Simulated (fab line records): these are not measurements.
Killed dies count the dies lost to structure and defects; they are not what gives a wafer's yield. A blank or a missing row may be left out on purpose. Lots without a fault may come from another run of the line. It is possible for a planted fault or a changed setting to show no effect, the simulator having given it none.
Matching of chambers    flow n5Finfet    4 sister chambers for N5_BEOL_M6_STRIP_67 on rieDiel-04
The step strips in CF4. 8 wafers are shown with their chamber, then 8 later ones without.

## WAFERS PAIRED WITH THEIR CHAMBERS
wafer   chamber  showerheadPlenumPTorr (Torr)  drypumpMotorCurrentA (A)
L082.3  0        1.84                          6.3
L082.6  3        1.79                          6.3
L087.1  2        1.79                          6.1
L087.3  3        1.79                          6.3
L088.1  1        1.84                          6.5
L088.4  1        1.84                          6.5
L088.5  2        1.78                          6.1
L090.3  0        1.84                          6.2

## WAFERS WITH NO CHAMBER GIVEN
wafer   showerheadPlenumPTorr (Torr)  drypumpMotorCurrentA (A)
L090.4  1.78                          6.1
L090.6  1.84                          6.3
L095.1  1.78                          6.1
L095.4  1.78                          6.3
L095.5  1.78                          6.1
L093.3  1.78                          6.1
L093.4  1.83                          6.5
L093.6  1.84                          6.2

## WHICH CHAMBER EACH WENT THROUGH
wafer   from the rows above  in truth
L090.4  2                    2
L090.6  0                    0
L095.1  2                    2
L095.4  3                    3
L095.5  2                    2
L093.3  2                    2
L093.4  1                    1
L093.6  0                    0
Correct placement for 8 of the 8. Number that these rows cannot place: 0. 0 placed wrongly.
How it was worked out, from the rows above alone: a wafer's distance from a chamber is the root of the sum, over the readings, of the square of ((its reading less the chamber's mean) divided by the reading's scatter). The wafer belongs to the nearest chamber; if the next one is less than 2 further off, it can't be placed. Each chamber's mean is taken over the wafers shown for it. The scatter is the square root of a quotient: the sum, over the shown wafers, of each reading's squared deviation from its chamber's mean, divided by wafers minus chambers.
